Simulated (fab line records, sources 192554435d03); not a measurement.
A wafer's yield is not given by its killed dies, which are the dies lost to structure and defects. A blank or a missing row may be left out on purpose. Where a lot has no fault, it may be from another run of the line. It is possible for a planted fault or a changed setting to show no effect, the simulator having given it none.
A lot that was struck, set against a sound lot || flow n5-finfet || 39 steps out of a route of 1938
Sound: these wafers, L777.3, L777.4, L777.6. Struck: wafer L784.4. (L784.1, L784.5 of the same lot were not struck and are left out.) The cause comes at the end.
Order at every step that has rows: each side's tool, ch and its chambers, its first start. Under that, the readings that differ: sound wafers || struck wafers || difference of the means || sigmas: that difference in standard deviations of wafers without a fault.
alike: same words and numbers on both sides, and readings whose means sit less than 2 such deviations apart. not compared: any withheld reading, any reading some wafer has no value for, any bound like >300 that may hide the same value, and any number with overlapping values for which the record gives no deviation.
The two part at a step that has a row with sigmas, a row that says differs or no value, or rows on one side only. When numbers do not overlap yet have no deviation, they are printed without sigmas and do not part them. A reading that every wafer of one side lacks parts them only if that side has two wafers or more.

first, 9 steps without rows for these wafers: N5_BEOL_M4_ANNEAL_95 (time 240 s); N5_BEOL_M4_SPUTTER_96 (material Cu, target thk 4.5 nm, time 8.29 s); N5_BEOL_M4_ECD_50 (material Cu, target thk 300 nm); N5_BEOL_M4_ANNEAL_51 (time 90 s); N5_BEOL_M4_CMP_52 (polishes, stops on SiOC, t overpolish 6.8 s, target thk 40 nm); N5_BEOL_M4_PRE_CLEAN_60 (time 15 s); N5_BEOL_M4_CO_CAP_55 (material Co, precursor CCTBA/H2, target thk 2 nm, time 102.1 s); N5_BEOL_M4_PRE_CLEAN_56 (time 15 s); N5_BEOL_M4_DEP_57 (deposits SiCN from 3MS/NH3, target thk 8 nm, time 14 s).
N5_BEOL_M4_RC_MEAS_101:
  sound on prober-01 ch 0, day 10 07:38; struck on prober-02 ch 0, day 11 17:36
{"reading": "DIBL_N (mV/V)", "sound": "32.9 38.1 35.0", "struck": 40.2, "difference": "+4.9", "sigmas": "+2"}
{"reading": "SS_N (mV/dec)", "sound": "70.4 72.7 71.4", "struck": 73.9, "difference": "+2.4", "sigmas": "+3"}
  alike: DIBL_P, IOFF_N, IOFF_P, ION_N, ION_P, SS_P, VT_N, VT_P
then, 20 steps without rows for these wafers: N5_BEOL_M5_ILD_DEP_00 (deposits SiCOH lowk from DEMS/porogen, target thk 140.64 nm, time 25.9 s); N5_BEOL_M5_CURE_79 (cures SiCOH lowk, time 240 s); N5_BEOL_M5_PECVD_70 (deposits SiO2 from TEOS/O2, target thk 16 nm, time 18 s); N5_BEOL_M5_HM_DEP_02 (deposits TiN, target thk 20 nm); N5_BEOL_M5_COAT_59 (time 60 s, resist thk 60 nm); N5_BEOL_M5_COAT_60 (time 60 s, resist thk 12 nm); N5_BEOL_M5_COAT_71 (time 60 s, resist thk 5 nm); N5_BEOL_M5_COAT_05 (resist thk 30 nm); N5_BEOL_M5_EBR_07; N5_BEOL_M5_SOFTBAKE_06 (time 60 s); N5_BEOL_M5_EXPOSE_08 (exposes mask M5, target cd 28 nm); N5_BEOL_M5_PEB_09 (peb time 60 s); N5_BEOL_M5_DEVELOP_10 (develop time 30 s); N5_BEOL_M5_DESCUM_16 (chemistry O2, time 7 s); N5_BEOL_M5_ETCH_72 (etches underlayer in N2/H2, target depth 6.5 nm, time 5.2 s); N5_BEOL_M5_ETCH_61 (etches SiARC in CF4, target depth 15.6 nm, time 26 s); N5_BEOL_M5_ETCH_62 (etches SOC in N2/H2, target depth 75 nm, overetch 15 nm, time 112.5 s); N5_BEOL_M5_STRIP_63 (strips in N2/H2); N5_BEOL_M5_STRIP_73 (strips in N2/H2); N5_BEOL_M5_STRIP_64 (strips in CF4).
N5_BEOL_M5_HM_OPEN_17: chemistry Cl2/BCl3, target TiN, target depth 20 nm, overetch 6 nm.
  sound on rie-metal-01 ch 0,1, day 10 10:40; struck on rie-metal-01 ch 1, day 11 20:19
{"reading": "model.etch.depth-nm (nm)", "sound": "20.18 20.32 20.17", "struck": 16.25, "difference": -3.97, "sigmas": ""}
{"reading": "model.SOC_of_BEOL_M5_COAT_59.thk-nm (nm)", "sound": "52.6 52.6 52.4", "struck": 55.4, "difference": "+2.9", "sigmas": ""}
  alike: bias-w, drypump-motor-current-A, oes-product-au, throttle-valve-pct
  not compared: rf-hours-counter-h
then, 3 steps without rows for these wafers: N5_BEOL_M5_STRIP_19 (strips in O2); N5_BEOL_M5_COAT_65 (time 60 s, resist thk 60 nm); N5_BEOL_M5_COAT_66 (time 60 s, resist thk 12 nm).
N5_BEOL_M5_VIA_ETCH_34: etches SiCOH lowk in C4F6/O2, target depth 88.3 nm, time 39.2 s.
  sound on rie-diel-04 ch 1,2,3, day 10 12:40; struck on rie-diel-02 ch 2, day 11 22:17
{"reading": "oes-product-au (a.u.)", "sound": "0.73 0.72 0.82", "struck": 0.36, "difference": -0.40, "sigmas": -5}
  alike: bias-w, drypump-motor-current-A, oes_f_703_au, rf-vpp-V, showerhead-plenum-p-Torr, throttle-valve-pct
  not compared: rf-hours-counter-h
N5_BEOL_M5_OCD_MEAS_38:
  sound: ocd-02 at day 10 12:54; struck: ocd-02 at day 11 22:31
{"reading": "trench-depth-nm (nm)", "sound": "69.7 70.8 71.1", "struck": 3.2, "difference": -67.3, "sigmas": -48}
N5_BEOL_M5_CD_MEAS_35: target cd 28 nm, target cd y 24 nm.
  sound: cd-sem-02 at day 10 13:03; struck: cd-sem-03 at day 11 22:41
  not compared: cd-nm
N5_BEOL_M5_THK_MEAS_53: measures by xrf.
  sound: film-metro-01 at day 10 20:02; struck: film-metro-01 at day 12 05:49
  not compared: M5_THK
-- a jump in the record: the struck wafers' starts before and after are 5 days apart (it breaks off in module BEOL_M5 and resumes in module PASSIVATION, where the first step shown is number 1936 of the route) --
N5_PASSIVATION_PROBE_49:
  only the struck wafers here have rows in the record (prober-01, day 16 18:32); the sound ones have none

WHERE THEY PART
Earliest at N5_BEOL_M4_RC_MEAS_101; latest, in this record, at N5_PASSIVATION_PROBE_49.

WHY: the cause the simulator had injected
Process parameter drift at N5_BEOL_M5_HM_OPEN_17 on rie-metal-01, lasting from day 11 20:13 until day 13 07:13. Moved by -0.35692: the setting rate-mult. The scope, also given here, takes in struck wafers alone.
